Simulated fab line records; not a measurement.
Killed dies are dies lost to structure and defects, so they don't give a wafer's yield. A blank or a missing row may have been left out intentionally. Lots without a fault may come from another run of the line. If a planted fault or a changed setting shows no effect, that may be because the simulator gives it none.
Which tool is to blame? | flow nand harc | 7 lots with 21 wafers sampled at 3 steps, on a route of 1302 steps

## WHAT EACH GAUGE READ, for each wafer
NHARC_P_M2_CD_MEAS_09 targets a cd of 170 nm.
lot  | measured     | on        | cd nm (nm)
L624 | day 7 08:21  | cd sem-03 | 170.0 170.5 170.6
L627 | day 7 22:28  | cd sem-02 | 170.3 169.6 169.5
L630 | day 9 13:23  | cd sem-01 | 169.9 171.4 170.4
L632 | day 10 14:59 | cd sem-03 | 170.4 170.2 170.1
L638 | day 12 15:39 | cd sem-02 | 171.0 170.7 171.0
L641 | day 13 20:38 | cd sem-02 | 170.4 169.8 170.4
L646 | day 15 23:05 | cd sem-03 | 170.3 170.1 170.6

## EACH LOT AND THE TOOL THAT RAN IT (in order: tool; ch and the chambers of the sampled wafers; start)
lot  | NHARC_P_M1_PVD_20                       | NHARC_P_M2_PEB_07
L624 | pvd sputter-02, day 7 08:16 or earlier  | litho track-01 ch 0, day 7 08:16
L627 | pvd sputter-02, day 7 22:23 or earlier  | litho track-04 ch 0, day 7 22:23
L630 | pvd sputter-03, day 9 13:19 or earlier  | litho track-01 ch 0, day 9 13:19
L632 | pvd sputter-02, day 10 14:54 or earlier | litho track-04 ch 0, day 10 14:54
L638 | pvd sputter-03, day 12 15:34 or earlier | litho track-06 ch 0, day 12 15:34
L641 | pvd sputter-01, day 13 20:34 or earlier | litho track-04 ch 0, day 13 20:34
L646 | pvd sputter-01, day 15 23:00 or earlier | litho track-01 ch 0, day 15 23:00
- NHARC_P_M1_PVD_20: deposits TaN, target thk 5 nm, time 8.06 s.
- NHARC_P_M2_PEB_07: peb time 65 s.

## THE ANSWER, worked out from the rows above alone
Rule: usual is defined by the lots themselves. The widest of any qualifying gaps counts: lots, ordered by their means at a reading, are off when they make up no more than a third of the lots, leave a main group of 4 or more, and stand apart from it by 3 or more times the standard deviation of that group's means. A main group is skipped when, at the precision printed for the reading in the tables above, its means are all equal. Also off: a lot with no number at a reading for which 4 or more lots have one. Any other lot the step has rows for is counted as sound.
None of the lots is off at any reading shown; this tells nothing.

## WHAT THE SIMULATOR PUT IN
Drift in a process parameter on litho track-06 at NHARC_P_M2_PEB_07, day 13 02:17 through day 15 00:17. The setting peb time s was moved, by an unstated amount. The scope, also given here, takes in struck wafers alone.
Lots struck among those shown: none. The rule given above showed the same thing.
